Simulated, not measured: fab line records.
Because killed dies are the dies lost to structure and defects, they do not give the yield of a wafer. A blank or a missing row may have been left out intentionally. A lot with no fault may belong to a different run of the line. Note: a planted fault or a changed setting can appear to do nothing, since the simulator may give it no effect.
Matching of chambers ; flow nand harc ; NHARC_P_M0_STRIP_18 on rie diel-05: 4 sister chambers
The step strips in N2/H2. 8 wafers are shown with their chamber, then 12 later ones without.

## WAFERS, EACH WITH ITS CHAMBER
wafer;chamber;showerhead plenum p Torr (Torr);drypump motor current A (A)
L082.2;1;2.19;5.0
L083.4;3;1.88;5.2
L083.5;2;1.94;5.8
L084.2;3;1.88;5.2
L084.6;0;2.04;6.0
L087.2;1;2.18;5.1
L087.3;2;1.94;5.8
L087.4;0;2.04;6.1

## WAFERS MISSING THEIR CHAMBER
wafer;showerhead plenum p Torr (Torr);drypump motor current A (A)
L090.2;2.18;5.1
L090.3;2.03;6.1
L090.6;2.03;6.1
L096.3;1.88;5.2
L096.4;1.94;5.8
L096.5;2.03;6.1
L095.1;2.18;5.1
L095.4;1.94;5.9
L095.5;2.03;6.0
L097.1;2.03;6.0
L097.4;1.88;5.2
L097.5;1.88;5.2

## WHICH CHAMBER EACH ONE RAN IN
wafer;from the rows above;in truth
L090.2;1;1
L090.3;0;0
L090.6;0;0
L096.3;3;3
L096.4;2;2
L096.5;0;0
L095.1;1;1
L095.4;2;2
L095.5;0;0
L097.1;0;0
L097.4;3;3
L097.5;3;3
Correctly placed: 12 of 12. Left unplaced by these rows: 0. 0 placed wrongly.
How it was worked out, from the rows above alone: a wafer's distance from a chamber is the root of the sum, over the readings, of the square of ((its reading less the chamber's mean) divided by the reading's scatter). If the next closest chamber is less than 2 further off than the closest, the wafer can't be placed; otherwise it belongs to the closest. Each chamber's mean is taken over the wafers shown for it. The scatter is the square root of a quotient: the sum, over the shown wafers, of each reading's squared deviation from its chamber's mean, divided by wafers minus chambers.
